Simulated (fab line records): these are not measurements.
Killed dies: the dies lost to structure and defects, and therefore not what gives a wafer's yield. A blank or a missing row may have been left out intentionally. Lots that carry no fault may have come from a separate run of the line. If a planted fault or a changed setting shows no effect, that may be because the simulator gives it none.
fab line records	flow nandHarc
record: lots: 7	wafers: 20	lastDay: 33
route steps=1302 shown P_BONDPAD@357
lots that met no fault: from a run of the same line without faults
startH: hours from the record's opening day to when the first of the lot's shown wafers began	waitH: hours from the lot's prior step to this one	" the same as in the row above	L1.1+2: a row that stands for several wafers	- value missing, or start not given	* or withheld: withheld	< > ~ a bound
route shown NAME@n: names a module that has steps shown in the file, with the first one's number in the route	usual: the fault-free wafers' mean and standard deviation	same: alike in all rows	chamber/n: place in a boat	sites: readings site by site	_std_site: their standard deviation	_edge_site: the outer-site mean with the inner-site mean subtracted	radiusMm: for every site, how far away it sits from the centre of the wafer	mask NAME#n: copy n	behind: the tool/chamber that last shaped the wafer	hold: why the lot went on hold/how many hours it stayed there/how the hold came to an end	device: names the non-switching transistor (n, p or np)	end of line: the tests these same wafers got at the end of their route	a step with no rows: only its recipe	killed: dies lost to structure and defects at the first sort, not the wafer's yield	map: a wafer's dies, x killed, . not, _ none there
set.NAME: the run value of the setting; set.NAME@STEP: its run value at that earlier step	model.NAME: the simulator's own value behind a step, which no gauge read
certain route steps with their lots: each step a table, each wafer a row
services: a tool's chamber out of use, with start hour (startH, from the record's first day; less than 0 if before it), hours out, and reason
== steps ==
step: NHARC_P_BONDPAD_COAT_36
recipe: tempC: 200	timeS: 65
step: NHARC_P_BONDPAD_COAT_03
recipe: spinRpm: 2000	resistThkNm: 600
step: NHARC_P_BONDPAD_SOFTBAKE_04
recipe: tempC: 125	timeS: 70
step: NHARC_P_BONDPAD_EBR_05
step: NHARC_P_BONDPAD_EXPOSE_06
recipe: na: 0.55	doseMj: 37.06	maskId: P_BPAD
step: NHARC_P_BONDPAD_PEB_07
recipe: pebTempC: 128	pebTimeS: 80
step: NHARC_P_BONDPAD_DEVELOP_08
recipe: timeS: 50	devTempC: 22
step: NHARC_P_BONDPAD_CD_MEAS_09
recipe: targetCdNm: 500	landingEnergyEv: 500
usual: cdNm: 501.0/2.8
lot.wafer	tool	chamber	startH	waitH	cdNm
L420.2	cdSem-01	0	146.63	-	499.5
L420.5	"	0	"	"	495.9
L420.6	"	0	"	"	502.8
L426.1	cdSem-03	0	205.69	-	503.7
L426.2	"	0	"	"	505.1
L426.6	"	0	"	"	504.6
L430.2	cdSem-01	0	247.22	-	496.0
L430.4	"	0	"	"	497.4
L430.5	"	0	"	"	498.9
L431.5	cdSem-02	0	254.97	-	502.7
L431.6	"	0	"	"	505.4
L433.1	cdSem-01	0	281.90	-	501.9
L433.2	"	0	"	"	501.4
L433.5	"	0	"	"	505.0
L439.2	cdSem-03	0	335.16	-	500.3
L439.5	"	0	"	"	505.4
L439.6	"	0	"	"	499.5
L441.2	cdSem-02	0	357.89	-	502.1
L441.4	"	0	"	"	500.1
L441.6	"	0	"	"	501.5
step: NHARC_P_BONDPAD_OVL_MEAS_38
usual: overlayXNm: 2/5.5	overlayYNm: 0/5.1
lot.wafer	tool	chamber	startH	waitH	overlayXNm	overlayYNm
L420.2	overlay-01	-	146.72	-	-5	-4
L420.5	"	-	"	"	-4	-4
L420.6	"	-	"	"	-4	-4
L426.1	overlay-02	-	205.78	-	-1	-7
L426.2	"	-	"	"	0	-6
L426.6	"	-	"	"	0	-7
L430.2	overlay-02	-	247.31	-	-7	2
L430.4	"	-	"	"	-6	2
L430.5	"	-	"	"	-6	2
L431.5	overlay-02	-	255.05	-	-5	4
L431.6	"	-	"	"	-6	4
L433.1	overlay-01	-	281.99	-	2	0
L433.2	"	-	"	"	1	0
L433.5	"	-	"	"	1	0
L439.2	overlay-02	-	335.25	-	7	8
L439.5	"	-	"	"	7	8
L439.6	"	-	"	"	7	8
L441.2	overlay-01	-	357.97	-	1	-6
L441.4	"	-	"	"	1	-5
L441.6	"	-	"	"	1	-5
step: NHARC_P_BONDPAD_HARDBAKE_10
recipe: tempC: 118	timeS: 65
step: NHARC_P_BONDPAD_DESCUM_11
recipe: timeS: 3	o2FlowSccm: 200	arFlowSccm: 0	biasPowerW: 0	chemistry: O2
usual: drypumpMotorCurrentA: 5.8/0.48	oesProductAu: 0.999/0.013	rfVppV: 57.6/0.94	showerheadPlenumPTorr: 1.89/0.07	throttleValvePct: 11.311/0.0079
lot.wafer	tool	chamber	startH	waitH	drypumpMotorCurrentA	oesProductAu	rfHoursCounterH	rfVppV	showerheadPlenumPTorr	throttleValvePct
L420.2	rieDiel-11	2	146.86	-	6.0	0.995	3.0	57.3	2.00	11.327
L420.6	"	0	"	"	5.5	0.980	-	55.8	1.81	11.317
L420.5	"	1	"	"	5.9	0.996	-	57.0	1.94	11.297
L426.2	rieDiel-12	3	205.90	-	6.2	1.017	7.0	56.8	1.81	11.309
L426.1	"	2	"	"	5.7	0.987	7.7	57.2	1.81	11.304
L426.6	"	3	"	"	6.1	0.997	-	58.8	1.81	11.313
L430.4	rieDiel-11	0	247.43	-	5.5	0.978	9.4	56.7	1.81	11.325
L430.2	"	2	"	"	6.0	1.006	8.5	58.2	2.00	11.312
L430.5	"	1	"	"	5.9	0.980	-	58.5	1.94	11.311
L431.6	rieDiel-11	1	255.21	-	5.9	0.994	-	58.1	1.94	11.314
L431.5	"	2	"	"	6.0	0.996	-	56.9	2.00	11.302
L433.2	rieDiel-11	1	282.11	-	5.9	0.992	1.7	59.3	1.94	11.312
L433.1	"	0	"	"	5.5	0.998	1.3	57.0	1.81	11.308
L433.5	"	2	"	"	6.0	1.002	-	57.2	2.00	11.314
L439.2	rieDiel-09	1	335.39	-	5.2	1.001	0.0	56.9	1.99	11.314
L439.6	"	3	"	"	6.1	0.998	-	57.2	1.90	11.310
L439.5	"	0	"	"	5.3	1.027	-	57.2	1.92	11.302
L441.4	rieDiel-09	2	358.11	-	6.8	1.008	0.7	57.6	1.81	11.325
L441.2	"	3	"	"	6.2	0.993	0.8	58.5	1.90	11.312
L441.6	"	1	"	"	5.2	0.992	-	57.5	1.99	11.303
step: NHARC_P_BONDPAD_ETCH_37
recipe: targetDepthA: 600	overetchA: 180	timeS: 65.91	ionEnergyEv: 200	n2FlowSccm: 150	h2FlowSccm: 150	arFlowSccm: 0	rfW: 400	biasW: 150	chemistry: N2/H2
usual: drypumpMotorCurrentA: 5.9/0.5	oesProductAu: 0.997/0.012	rfVppV: 429.9/2.3	runLengthS: 87.1/0.42	showerheadPlenumPTorr: 2.02/0.079	throttleValvePct: 14.172/0.0096
lot.wafer	tool	chamber	startH	waitH	drypumpMotorCurrentA	oesProductAu	rfHoursCounterH	rfVppV	runLengthS	showerheadPlenumPTorr	throttleValvePct
L420.2	rieDiel-11	0	146.95	0.1	5.5	0.971	2.7	427.0	86.6	1.93	14.189
L420.6	"	1	"	"	5.9	0.986	-	431.1	87.6	2.07	14.181
L420.5	"	2	"	"	6.0	1.006	-	434.3	88.0	2.14	14.156
L426.1	rieDiel-12	3	206.00	0.1	6.2	1.003	7.0	426.4	87.3	1.92	14.178
L426.2	"	0	"	"	5.9	0.975	7.8	429.2	87.3	1.96	14.169
L426.6	"	2	"	"	5.6	0.991	-	426.1	87.8	1.92	14.159
L430.2	rieDiel-11	1	247.52	0.1	5.9	0.975	7.6	431.8	87.6	2.06	14.164
L430.4	"	3	"	"	5.5	1.000	10.2	428.2	87.2	1.95	14.164
L430.5	"	2	"	"	6.0	0.997	-	432.0	87.8	2.13	14.174
L431.6	rieDiel-11	1	255.29	0.1	5.9	0.980	-	432.5	87.1	2.06	14.162
L431.5	"	2	"	"	6.0	1.006	-	433.6	87.5	2.13	14.172
L433.2	rieDiel-11	3	282.19	0.1	5.5	0.994	1.5	429.1	87.6	1.95	14.178
L433.1	"	2	"	"	6.0	0.990	1.9	433.5	87.4	2.13	14.184
L433.5	"	3	"	"	5.5	0.996	-	428.5	87.1	1.95	14.167
L439.2	rieDiel-09	2	335.46	0.1	6.9	0.997	0.0	427.9	86.6	1.93	14.176
L439.5	"	1	"	"	5.2	0.996	-	432.2	86.8	2.12	14.171
L439.6	"	2	"	"	6.9	1.006	-	428.0	87.0	1.93	14.183
L441.2	rieDiel-09	3	358.19	0.1	6.2	0.995	0.8	429.7	86.9	2.02	14.159
L441.4	"	1	"	"	5.2	0.981	0.7	432.7	87.1	2.12	14.169
L441.6	"	2	"	"	6.9	0.996	-	428.3	86.9	1.93	14.155
step: NHARC_P_BONDPAD_ETCH_12
recipe: targetDepthA: 2000	timeS: 100	chf3FlowSccm: 50	o2FlowSccm: 10	arFlowSccm: 200	rfW: 500	biasW: 200	chemistry: CHF3/O2
usual: drypumpMotorCurrentA: 5.8/0.49	oesProductAu: 0.940/0.026	rfVppV: 369.8/2.1	runLengthS: 121.2/0.42	showerheadPlenumPTorr: 2.37/0.085	throttleValvePct: 20.573/0.0095
lot.wafer	tool	chamber	startH	waitH	drypumpMotorCurrentA	oesProductAu	rfHoursCounterH	rfVppV	runLengthS	showerheadPlenumPTorr	throttleValvePct
L420.2	rieDiel-11	1	147.05	-	5.9	0.949	2.5	371.7	121.6	2.43	20.564
L420.5	"	2	"	"	6.0	0.961	-	372.8	121.6	2.51	20.577
L420.6	"	3	"	"	5.5	0.989	-	369.2	121.0	2.30	20.588
L426.1	rieDiel-12	2	206.10	-	5.6	0.930	7.8	367.5	122.0	2.28	20.566
L426.2	"	3	"	"	6.1	0.923	7.1	368.1	121.9	2.27	20.574
L426.6	"	1	"	"	5.9	0.924	-	371.0	122.1	2.45	20.579
L430.4	rieDiel-11	2	247.63	-	6.0	0.922	8.5	372.2	121.5	2.50	20.570
L430.2	"	3	"	"	5.5	0.923	10.3	368.6	121.1	2.30	20.567
L430.5	"	0	"	"	5.5	0.900	-	368.0	107.1	2.28	20.574
L431.6	rieDiel-11	2	255.39	-	6.0	0.961	-	374.2	108.5	2.50	20.582
L431.5	"	3	"	"	5.5	0.990	-	369.5	107.5	2.30	20.578
L433.1	rieDiel-11	2	282.30	-	6.0	0.921	1.9	372.2	121.5	2.50	20.578
L433.2	"	3	"	"	5.5	0.929	1.5	367.9	121.4	2.30	20.594
L433.5	"	0	"	"	5.5	0.926	-	367.8	106.8	2.28	20.556
L439.2	rieDiel-09	1	335.57	-	5.2	0.970	0.1	373.6	120.8	2.49	20.552
L439.5	"	2	"	"	6.9	0.989	-	367.0	120.8	2.28	20.573
L439.6	"	3	"	"	6.2	0.968	-	369.7	121.4	2.38	20.571
L441.2	rieDiel-09	2	358.27	-	6.9	0.969	0.8	368.7	120.8	2.28	20.572
L441.4	"	1	"	"	5.2	0.952	0.7	372.6	120.7	2.49	20.580
L441.6	"	3	"	"	6.2	0.943	-	370.8	121.1	2.38	20.567
step: NHARC_P_BONDPAD_CD_MEAS_13
usual: cdNm: 500.5/3
lot.wafer	tool	chamber	startH	waitH	cdNm
L420.2	cdSem-01	-	147.16	-	499.9
L420.5	"	-	"	"	497.5
L420.6	"	-	"	"	503.6
L426.1	cdSem-03	-	206.22	-	502.4
L426.2	"	-	"	"	503.4
L426.6	"	-	"	"	503.3
L430.2	cdSem-02	-	247.75	-	496.9
L430.4	"	-	"	"	496.7
L430.5	"	-	"	"	497.9
L431.5	cdSem-02	-	255.50	-	502.2
L431.6	"	-	"	"	507.2
L433.1	cdSem-02	-	282.42	-	499.5
L433.2	"	-	"	"	500.8
L433.5	"	-	"	"	502.8
L439.2	cdSem-01	-	335.68	-	500.8
L439.5	"	-	"	"	504.7
L439.6	"	-	"	"	500.0
L441.2	cdSem-03	-	358.41	-	503.8
L441.4	"	-	"	"	501.4
L441.6	"	-	"	"	501.3
== services ==
tool	chamber	startH	hours	kind
rieDiel-11	0	136.50	-	clean
rieDiel-11	1	136.50	-	clean
rieDiel-11	2	136.50	-	clean
rieDiel-11	3	136.50	-	clean
rieDiel-09	0	138.64	8.6	repair
rieDiel-09	-	143.10	9.0	pm
rieDiel-11	-	158.38	0.8	repair
rieDiel-11	0	161.25	-	clean
rieDiel-11	1	161.25	-	clean
rieDiel-11	2	161.25	-	clean
rieDiel-11	3	161.25	-	clean
rieDiel-11	0	185.75	-	clean
rieDiel-11	1	185.75	-	clean
rieDiel-11	2	185.75	-	clean
rieDiel-11	3	185.75	-	clean
rieDiel-11	0	210.25	-	clean
rieDiel-11	1	210.25	-	clean
rieDiel-11	2	210.25	-	clean
rieDiel-12	1	243.10	13.9	repair
rieDiel-11	-	255.50	9.0	pm
rieDiel-12	-	268.40	9.0	pm
rieDiel-12	2	303.92	14.4	repair
rieDiel-09	-	320.10	9.0	pm
rieDiel-09	2	335.80	1.9	repair
== key ==
firstSign: step: NHARC_P_BONDPAD_ETCH_12	reading: runLengthS	direction: down	sigmas: 32	usual: *	struck: *
effect none on later readings
metAt NHARC_P_BONDPAD_ETCH_12
struckWafers L430.5,L431.5,L431.6,L433.5
laterRowsLeftOut L430.5,L431.5,L431.6,L433.5
sortLeftOut L430.5,L431.5,L431.6,L433.5
onsetBetween 147.05 247.63
fault: kind: processParameterDrift	tool: rieDiel-11	chamber: -	onsetH: 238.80	steps: NHARC_P_BONDPAD_ETCH_12	channel: timeS	offset: *	shape: step	endH: 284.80	scope: struckWafersOnly	actsIn: *	stated: *
sortLeftOut: the simulated sort isn't trusted on such a fault, so these wafers' sort isn't shown, and their yield isn't known
laterRowsLeftOut: the simulator's readings of these wafers behind a module that went badly wrong aren't trusted and aren't shown, but for the sort
